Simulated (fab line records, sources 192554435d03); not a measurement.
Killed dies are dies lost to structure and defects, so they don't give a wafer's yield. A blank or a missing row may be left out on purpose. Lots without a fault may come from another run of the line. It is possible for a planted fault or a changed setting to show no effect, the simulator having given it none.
Matching of chambers :: flow n5Finfet :: N5_BEOL_M4_DESCUM_16 on rieDiel-03 has 4 sister chambers
The step chemistry O2, time 7 s. 8 wafers are shown with their chamber, then 9 later ones without.

## WAFERS WITH THEIR CHAMBER
wafer: L081.6
chamber: 0
showerheadPlenumPTorr (Torr): 2.03
throttleValvePct (%): 20.37

wafer: L087.3
chamber: 0
showerheadPlenumPTorr (Torr): 2.03
throttleValvePct (%): 20.38

wafer: L088.1
chamber: 3
showerheadPlenumPTorr (Torr): 2.06
throttleValvePct (%): 20.58

wafer: L088.2
chamber: 1
showerheadPlenumPTorr (Torr): 2.08
throttleValvePct (%): 20.57

wafer: L088.4
chamber: 2
showerheadPlenumPTorr (Torr): 2.04
throttleValvePct (%): 20.27

wafer: L091.4
chamber: 1
showerheadPlenumPTorr (Torr): 2.08
throttleValvePct (%): 20.58

wafer: L091.5
chamber: 3
showerheadPlenumPTorr (Torr): 2.05
throttleValvePct (%): 20.58

wafer: L091.6
chamber: 2
showerheadPlenumPTorr (Torr): 2.04
throttleValvePct (%): 20.29

## WAFERS WITH NO CHAMBER GIVEN
wafer: L092.1
showerheadPlenumPTorr (Torr): 2.03
throttleValvePct (%): 20.28

wafer: L092.2
showerheadPlenumPTorr (Torr): 2.05
throttleValvePct (%): 20.61

wafer: L092.4
showerheadPlenumPTorr (Torr): 2.03
throttleValvePct (%): 20.29

wafer: L096.1
showerheadPlenumPTorr (Torr): 2.03
throttleValvePct (%): 20.30

wafer: L096.5
showerheadPlenumPTorr (Torr): 2.03
throttleValvePct (%): 20.30

wafer: L096.6
showerheadPlenumPTorr (Torr): 2.05
throttleValvePct (%): 20.61

wafer: L097.1
showerheadPlenumPTorr (Torr): 2.05
throttleValvePct (%): 20.61

wafer: L097.2
showerheadPlenumPTorr (Torr): 2.03
throttleValvePct (%): 20.31

wafer: L097.6
showerheadPlenumPTorr (Torr): 2.03
throttleValvePct (%): 20.31

## WHICH CHAMBER EACH WENT THROUGH
wafer: L092.1
from the rows above: 2
in truth: 2

wafer: L092.2
from the rows above: 3
in truth: 3

wafer: L092.4
from the rows above: 2
in truth: 2

wafer: L096.1
from the rows above: 2
in truth: 2

wafer: L096.5
from the rows above: 2
in truth: 2

wafer: L096.6
from the rows above: 3
in truth: 3

wafer: L097.1
from the rows above: 3
in truth: 3

wafer: L097.2
from the rows above: 2
in truth: 2

wafer: L097.6
from the rows above: 2
in truth: 2
Placed correctly: 9 of 9. Left unplaced by these rows: 0. 0 placed wrongly.
How it was worked out, from the rows above alone: a wafer's distance from a chamber is the root of the sum, over the readings, of the square of ((its reading less the chamber's mean) divided by the reading's scatter). If the next closest chamber is less than 2 further off than the closest, the wafer can't be placed; otherwise it belongs to the closest. Each chamber's mean is taken over the wafers shown for it. The scatter: take each reading less its chamber's mean, square it, sum over the shown wafers, divide by the number of wafers less the number of chambers, and take the root.
